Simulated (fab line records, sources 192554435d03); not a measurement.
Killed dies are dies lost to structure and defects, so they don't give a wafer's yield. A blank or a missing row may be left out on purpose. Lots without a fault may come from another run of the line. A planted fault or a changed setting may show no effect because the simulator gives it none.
One fault seen from 2 desks | flow n5_finfet | each desk has only its own numbers; what lay behind them comes last

THE METROLOGY DESK
What the gauges read, lot by lot, whatever tool the lot ran on: means of the sampled wafers that have a number. A lot is out of limits, marked OUT, if its mean lies more than 4 standard deviations from the usual mean; the brackets give that distance. Of its 11 readings 7 are shown: those that lie furthest out on some lot.
Columns: A = M0_CUT1_OVL at N5_BEOL_M0_SAQP_OVL_MEAS_41, usual 0.2 nm; B = DIBL_N at N5_BEOL_M4_RC_MEAS_101, usual 36.9 mV/V; C = IOFF_P at N5_BEOL_M4_RC_MEAS_101, usual 0.22 nA/um; D = ION_P at N5_BEOL_M4_RC_MEAS_101, usual 461 uA/um; E = SS_N at N5_BEOL_M4_RC_MEAS_101, usual 71.7 mV/dec; F = SS_P at N5_BEOL_M4_RC_MEAS_101, usual 73.4 mV/dec; G = VT_P at N5_BEOL_M4_RC_MEAS_101, usual -250 mV
lot  | first seen here | A    | B    | C    | D   | E    | F    | G
L618 | day 5 23:23     | 0.8  | 35.9 | 0.19 | 456 | 71.3 | 73.0 | -252
L619 | day 6 04:08     | 0.8  | 36.9 | 0.20 | 457 | 71.5 | 73.5 | -251
L620 | day 6 07:02     | 1.0  | 36.6 | 0.17 | 452 | 71.3 | 73.4 | -256
L623 | day 6 21:20     | 0.6  | 37.0 | 0.24 | 465 | 72.0 | 73.4 | -248
L625 | day 7 11:17     | 0.1  | 36.3 | 0.23 | 466 | 71.2 | 73.4 | -247
L629 | day 8 18:39     | 0.0  | 35.5 | 0.21 | 462 | 71.2 | 72.2 | -249
L635 | day 10 01:53    | 0.2  | 35.4 | 0.20 | 460 | 71.2 | 73.0 | -252
L638 | day 10 18:52    | -0.5 | 35.9 | 0.21 | 463 | 71.0 | 73.4 | -249
L640 | day 11 02:58    | -0.3 | 37.1 | 0.27 | 471 | 71.9 | 73.9 | -246
L641 | day 11 12:07    | 0.1  | 38.8 | 0.24 | 462 | 72.3 | 73.9 | -248
This desk's finding: nothing out of limits on any of the 10 lots.

THE TOOL OWNER'S DESK: ald_sin-03
The tool's own readings at N5_BEOL_M0_SAQP_ALD_48 (deposits SiO2, target thk 20 nm, pulse time 1 s, co reactant pulse time 1 s): means of the sampled wafers that have a number, for each lot that ran on this tool. A lot is out of limits, marked OUT, if its mean lies more than 4 standard deviations from the usual mean; the brackets give that distance.
Columns: A = heater_power_w at N5_BEOL_M0_SAQP_ALD_48, usual 81 W; B = precursor_pulse_height_rel at N5_BEOL_M0_SAQP_ALD_48, usual 0.998
lot  | first seen here | A  | B
L623 | day 6 21:41     | 84 | 1.005
L629 | day 8 19:22     | 85 | 0.991
L640 | day 11 03:21    | 85 | 0.988
This desk's finding: nothing out of limits on any of the 3 lots.

PUT TOGETHER
The metrology desk saw nothing out of limits.
The tool owner's desk saw nothing out of limits.

WHAT THE SIMULATOR HAD PUT IN
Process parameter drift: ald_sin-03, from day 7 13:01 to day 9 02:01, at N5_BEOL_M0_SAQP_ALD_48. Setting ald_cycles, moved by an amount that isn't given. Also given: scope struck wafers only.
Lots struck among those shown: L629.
